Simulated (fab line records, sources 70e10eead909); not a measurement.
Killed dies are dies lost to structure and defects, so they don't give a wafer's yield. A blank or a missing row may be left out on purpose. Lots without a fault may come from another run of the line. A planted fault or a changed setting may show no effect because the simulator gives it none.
Chamber matching | flow nand_harc | NHARC_A_STAIRCASE_ETCH_169 on rie_diel-03: 4 sister chambers
The step etches the open film in CH3F/O2, target depth 50 nm, time 107.1 s. 4 wafers are shown with their chamber, then 7 later ones without.

WAFERS WITH THEIR CHAMBER
wafer  | chamber | drypump_motor_current_A (A)
L081.1 | 1       | 4.9
L081.4 | 0       | 5.1
L085.2 | 3       | 6.1
L085.3 | 2       | 5.2

WAFERS WITHOUT THEIR CHAMBER
wafer  | drypump_motor_current_A (A)
L085.6 | 5.1
L092.4 | 5.1
L092.5 | 5.1
L092.6 | 6.0
L091.2 | 4.9
L091.4 | 5.1
L091.5 | 6.1

WHICH CHAMBER EACH WENT THROUGH
wafer  | from the rows above | in truth
L085.6 | 0                   | 0
L092.4 | 0                   | 0
L092.5 | 0                   | 0
L092.6 | 3                   | 3
L091.2 | 1                   | 1
L091.4 | 0                   | 0
L091.5 | 3                   | 3
Placed correctly: 7 of 7. Can't be placed from these rows: 0. Placed wrongly: 0.
How it was worked out, from the rows above alone: a wafer's distance from a chamber is the root of the sum, over the readings, of the square of ((its reading less the chamber's mean) divided by the reading's scatter). The wafer belongs to the nearest chamber; if the next one is less than 2 further off, it can't be placed. A chamber's mean is the mean of its shown wafers. The scatter: with one shown wafer a chamber, the root of the mean of the squares of how far each hidden wafer lies from its nearest shown one.
